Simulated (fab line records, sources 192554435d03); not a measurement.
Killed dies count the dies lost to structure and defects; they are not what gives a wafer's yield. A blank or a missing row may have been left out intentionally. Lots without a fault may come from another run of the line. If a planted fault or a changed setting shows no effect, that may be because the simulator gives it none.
Which tool did it? || flow n5-finfet || route of 1938 steps, sampled at 1 step: 12 lots, 36 wafers

## WHAT EACH GAUGE READ, for each wafer
N5_BEOL_M13_CD_MEAS_28: target cd 209.5 nm.
{"lot": "L074", "measured": "day 12 00:41", "on": "cd-sem-03", "cd-nm (nm)": "208.5 208.9 209.1"}
{"lot": "L080", "measured": "day 12 21:12", "on": "cd-sem-01", "cd-nm (nm)": "210.2 212.1 208.6"}
{"lot": "L077", "measured": "day 13 03:08", "on": "cd-sem-02", "cd-nm (nm)": "210.6 210.8 210.5"}
{"lot": "L081", "measured": "day 14 05:19", "on": "cd-sem-01", "cd-nm (nm)": "208.3 208.1 209.1"}
{"lot": "L083", "measured": "day 14 17:06", "on": "cd-sem-01", "cd-nm (nm)": "209.2 210.3 210.3"}
{"lot": "L086", "measured": "day 15 13:29", "on": "cd-sem-03", "cd-nm (nm)": "209.6 209.4 208.7"}
{"lot": "L088", "measured": "day 15 23:23", "on": "cd-sem-03", "cd-nm (nm)": "212.1 209.1 209.5"}
{"lot": "L087", "measured": "day 16 07:50", "on": "cd-sem-01", "cd-nm (nm)": "209.6 208.9 209.5"}
{"lot": "L091", "measured": "day 16 18:02", "on": "cd-sem-03", "cd-nm (nm)": "207.0 208.0 209.1"}
{"lot": "L092", "measured": "day 17 11:01", "on": "cd-sem-01", "cd-nm (nm)": "209.0 208.9 208.4"}
{"lot": "L095", "measured": "day 17 11:56", "on": "cd-sem-03", "cd-nm (nm)": "207.7 208.7 208.8"}
{"lot": "L097", "measured": "day 19 02:07", "on": "cd-sem-01", "cd-nm (nm)": "210.3 208.7 207.5"}

## WHICH TOOL RAN EACH LOT (tool, then ch and the chambers of the sampled wafers, then the start)
No process step before these readings appears in the record.

## THE ANSWER, worked out from the rows above alone
Rule: usual is defined by the lots themselves. The widest of any qualifying gaps counts: lots, ordered by their means at a reading, are off when they make up no more than a third of the lots, leave a main group of 4 or more, and stand apart from it by 3 or more times the standard deviation of that group's means. Not used: any main group whose means are identical at the precision the tables above print for the reading. A lot without any number at a reading at which 4 lots or more have one is off too. Where the step has rows for the other lots, those lots are counted as sound.
Across all readings shown, no lot is off: no conclusion can be drawn from this.

## WHAT HAD BEEN PUT IN BY THE SIMULATOR
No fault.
